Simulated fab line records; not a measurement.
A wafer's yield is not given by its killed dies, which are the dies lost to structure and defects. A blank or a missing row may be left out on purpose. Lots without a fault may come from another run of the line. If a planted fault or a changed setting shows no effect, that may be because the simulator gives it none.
What tool caused it?    flow n5Finfet    30 wafers from 11 lots sampled at 5 of the route's 1938 steps

WHAT THE GAUGES READ, wafer by wafer
N5_BEOL_M4_RC_MEAS_101. Usual: DIBL_N 35.6 mV/V, standard deviation 1.7; DIBL_P 35.0 mV/V, standard deviation 2; IOFF_N 0.148 nA/um, standard deviation 0.027; IOFF_P 0.19 nA/um, standard deviation 0.032; ION_N 671 uA/um, standard deviation 14; ION_P 460 uA/um, standard deviation 9.1; SS_N 71.3 mV/dec, standard deviation 0.62; SS_P 73.0 mV/dec, standard deviation 0.64; VT_N 251 mV, standard deviation 3.2; VT_P -251.5 mV, standard deviation 2.9.
lot   measured      on         DIBL_N (mV/V)   DIBL_P (mV/V)   IOFF_N (nA/um)     IOFF_P (nA/um)  ION_N (uA/um)  ION_P (uA/um)  SS_N (mV/dec)   SS_P (mV/dec)   VT_N (mV)    VT_P (mV)             flag
L707  day 9 08:05   prober-02  36.1 35.4 35.2  37.1 37.2 35.8  0.174 0.150 0.148  0.20 0.19 0.17  701 673 678    470 460 464    71.1 70.9 71.2  73.9 73.9 73.1  248 252 251  -252.5 -249.9 -251.1  
L708  day 9 12:35   prober-02  34.3 35.7 33.8  32.1 34.3 31.4  0.130 0.156 0.123  0.17 0.20 0.16  663 696 671    456 474 462    71.3 71.2 71.0  73.1 72.7 72.7  250 248 254  -252.0 -251.6 -250.1  
L712  day 9 14:41   prober-02  35.8 36.6       35.7 36.2       0.130 0.139        0.19 0.19       668 668        468 458        71.9 72.6       73.4 73.5       254 254      -254.1 -254.3         
L710  day 9 15:12   prober-01  38.2 38.3 37.6  38.9 39.4 38.2  0.168 0.180 0.164  0.20 0.22 0.20  692 685 687    473 466 465    72.1 71.9 71.9  73.6 73.4 73.0  250 248 249  -252.7 -253.7 -252.6  
L715  day 10 01:23  prober-02  35.7 35.9 35.4  34.8 36.2 35.7  0.150 0.157 0.155  0.21 0.23 0.22  679 663 680    469 458 465    71.5 71.7 71.7  72.9 73.0 72.7  251 250 249  -249.0 -249.4 -250.6  
L716  day 11 08:19  prober-01  33.8 34.2 37.2  34.1 34.7 38.8  0.140 0.161 0.214  0.22 0.23 0.31  674 690 680    467 472 473    71.2 71.3 72.0  73.1 73.4 74.6  250 245 245  -246.6 -246.9 -244.7  
L725  day 13 08:40  prober-01  34.2 36.4 36.4  33.0 35.6 35.6  0.118 0.160 0.148  0.15 0.19 0.18  657 690 669    449 466 454    70.2 71.7 70.8  72.0 72.1 72.8  253 248 253  -255.5 -253.0 -252.2  
L726  day 13 12:05  prober-01  36.7 35.3       34.2 34.1       0.147 0.133        0.18 0.18       655 682        454 476        71.5 70.5       72.7 72.9       252 252      -250.2 -251.4         
L727  day 13 17:23  prober-02  35.5 40.2       34.2 40.5       0.119 0.222        0.18 0.30       662 692        458 475        70.5 72.3       72.3 73.4       253 247      -251.4 -244.4         
L730  day 14 09:56  prober-02  37.7 35.9 36.3  37.6 35.5 36.0  0.200 0.155 0.166  0.22 0.19 0.20  701 679 681    468 458 456    71.8 71.2 71.3  74.1 73.3 73.6  246 249 245  -253.1 -251.3 -250.3  
L729  day 14 10:01  prober-01  37.0 36.2 34.6  37.4 35.8 33.7  0.156 0.144 0.120  0.22 0.18 0.16  677 680 668    472 464 462    71.3 71.2 69.9  73.3 72.3 72.6  250 251 254  -251.2 -253.6 -252.9  

WHICH TOOL RAN EACH LOT (tool, then ch and the chambers of the sampled wafers, then the start)
lot   N5_BEOL_M4_PRE_CLEAN_45      N5_BEOL_M4_SPUTTER_79        N5_BEOL_M4_SPUTTER_81        N5_BEOL_M4_ANNEAL_89
L707  pvdSputter-01, day 9 04:05   pvdSputter-02, day 9 04:49   pvdSputter-02, day 9 05:02   pvdSputter-02, day 9 05:33
L708  pvdSputter-02, day 9 07:28   pvdSputter-01, day 9 08:17   pvdSputter-01, day 9 08:31   pvdSputter-01, day 9 09:02
L712  pvdSputter-02, day 9 11:11   pvdSputter-03, day 9 12:02   pvdSputter-03, day 9 12:16   pvdSputter-03, day 9 12:47
L710  pvdSputter-03, day 9 11:17   pvdSputter-01, day 9 12:33   pvdSputter-01, day 9 12:46   pvdSputter-01, day 9 13:17
L715  pvdSputter-01, day 9 20:30   pvdSputter-01, day 9 22:45   pvdSputter-01, day 9 22:58   pvdSputter-01, day 9 23:29
L716  pvdSputter-03, day 11 04:32  pvdSputter-02, day 11 05:22  pvdSputter-02, day 11 05:35  pvdSputter-02, day 11 06:06
L725  pvdSputter-02, day 13 04:46  pvdSputter-02, day 13 05:46  pvdSputter-02, day 13 05:59  pvdSputter-02, day 13 06:31
L726  pvdSputter-02, day 13 08:15  pvdSputter-02, day 13 09:14  pvdSputter-02, day 13 09:27  pvdSputter-02, day 13 09:58
L727  pvdSputter-01, day 13 13:19  pvdSputter-01, day 13 14:14  pvdSputter-01, day 13 14:28  pvdSputter-01, day 13 14:59
L730  pvdSputter-01, day 14 06:14  pvdSputter-02, day 14 07:09  pvdSputter-02, day 14 07:22  pvdSputter-02, day 14 07:53
L729  pvdSputter-01, day 14 06:19  pvdSputter-01, day 14 07:22  pvdSputter-01, day 14 07:35  pvdSputter-01, day 14 08:07
- N5_BEOL_M4_PRE_CLEAN_45: time 30 s.
- N5_BEOL_M4_SPUTTER_79: material Cu, target thk 4.5 nm, time 8.29 s.
- N5_BEOL_M4_SPUTTER_81: material Cu, target thk 4.5 nm, time 8.29 s.
- N5_BEOL_M4_ANNEAL_89: time 240 s.

WHAT THE TOOLS THEMSELVES READ (means of the sampled wafers that have a number; where no wafer has one, the mark that the record gives instead)
N5_BEOL_M4_PRE_CLEAN_45. Usual: heaterPowerW 330 W, standard deviation 36.
lot   tool           heaterPowerW (W)  flag
L707  pvdSputter-01  363               
L708  pvdSputter-02  312               
L712  pvdSputter-02  330               
L710  pvdSputter-03  342               
L715  pvdSputter-01  295               
L716  pvdSputter-03  337               
L725  pvdSputter-02  321               
L726  pvdSputter-02  330               
L727  pvdSputter-01  352               
L730  pvdSputter-01  321               
L729  pvdSputter-01  296               

N5_BEOL_M4_SPUTTER_79. Usual: chamberPressurePa 0.07001 Pa, standard deviation 0.00014; chuckGasFlowSccm 1.26 sccm, standard deviation 0.046; throttleValvePct 30.1 %, standard deviation 1.3.
lot   tool           chamberPressurePa (Pa)  chuckGasFlowSccm (sccm)  throttleValvePct (%)  flag
L707  pvdSputter-02  0.07000                 1.29                     29.9                  
L708  pvdSputter-01  0.06994                 1.25                     30.2                  
L712  pvdSputter-03  0.07002                 1.27                     30.4                  
L710  pvdSputter-01  0.07000                 1.26                     29.7                  
L715  pvdSputter-01  -                       -                        -                     OFF
L716  pvdSputter-02  -                       -                        -                     OFF
L725  pvdSputter-02  0.07000                 1.28                     30.2                  
L726  pvdSputter-02  0.07004                 1.19                     30.2                  
L727  pvdSputter-01  0.07020                 1.25                     29.8                  
L730  pvdSputter-02  0.07004                 1.26                     30.0                  
L729  pvdSputter-01  0.07002                 1.27                     30.4                  

N5_BEOL_M4_SPUTTER_81. Usual: chamberPressurePa 0.07001 Pa, standard deviation 0.00013; chuckGasFlowSccm 1.26 sccm, standard deviation 0.057; throttleValvePct 30.1 %, standard deviation 1.3.
lot   tool           chamberPressurePa (Pa)  chuckGasFlowSccm (sccm)  throttleValvePct (%)  flag
L707  pvdSputter-02  0.06999                 1.26                     29.9                  
L708  pvdSputter-01  0.06987                 1.28                     30.2                  
L712  pvdSputter-03  0.07006                 1.31                     30.5                  
L710  pvdSputter-01  0.07012                 1.28                     29.6                  
L715  pvdSputter-01  0.06993                 1.28                     30.2                  
L716  pvdSputter-02  0.07003                 1.30                     30.9                  
L725  pvdSputter-02  0.06989                 1.27                     30.3                  
L726  pvdSputter-02  0.06992                 1.27                     30.3                  
L727  pvdSputter-01  0.06996                 1.25                     29.8                  
L730  pvdSputter-02  0.07010                 1.23                     30.0                  
L729  pvdSputter-01  0.06990                 1.26                     30.3                  

N5_BEOL_M4_ANNEAL_89. Usual: heaterPowerW 829 W, standard deviation 88.
lot   tool           heaterPowerW (W)  flag
L707  pvdSputter-02  832               
L708  pvdSputter-01  805               
L712  pvdSputter-03  878               
L710  pvdSputter-01  747               
L715  pvdSputter-01  810               
L716  pvdSputter-02  788               
L725  pvdSputter-02  815               
L726  pvdSputter-02  840               
L727  pvdSputter-01  720               
L730  pvdSputter-02  812               
L729  pvdSputter-01  902               

THE ANSWER, worked out from the rows above alone
Rule: a lot is off if the mean of its wafers that have a number lies more than 3 standard deviations from the usual mean. A lot without any number at a reading at which 4 lots or more have one is off too. Any other lot the step has rows for is counted as sound. The gauges are gone through in route order, then the tools' own readings, and for those a lot's mean is taken as printed above. At the first step where some lot is off, the reading lying furthest off is the one used; lots without a number count as furthest.
Off, at N5_BEOL_M4_SPUTTER_79 on chamberPressurePa: L715, L716. Without a number there: L715, L716.
If a tool, at that step or one of the process steps before it, ran each lot that is off and ran no sound lot following the first of them, it fits. None of those tried fits.

WHAT HAD BEEN PUT IN BY THE SIMULATOR
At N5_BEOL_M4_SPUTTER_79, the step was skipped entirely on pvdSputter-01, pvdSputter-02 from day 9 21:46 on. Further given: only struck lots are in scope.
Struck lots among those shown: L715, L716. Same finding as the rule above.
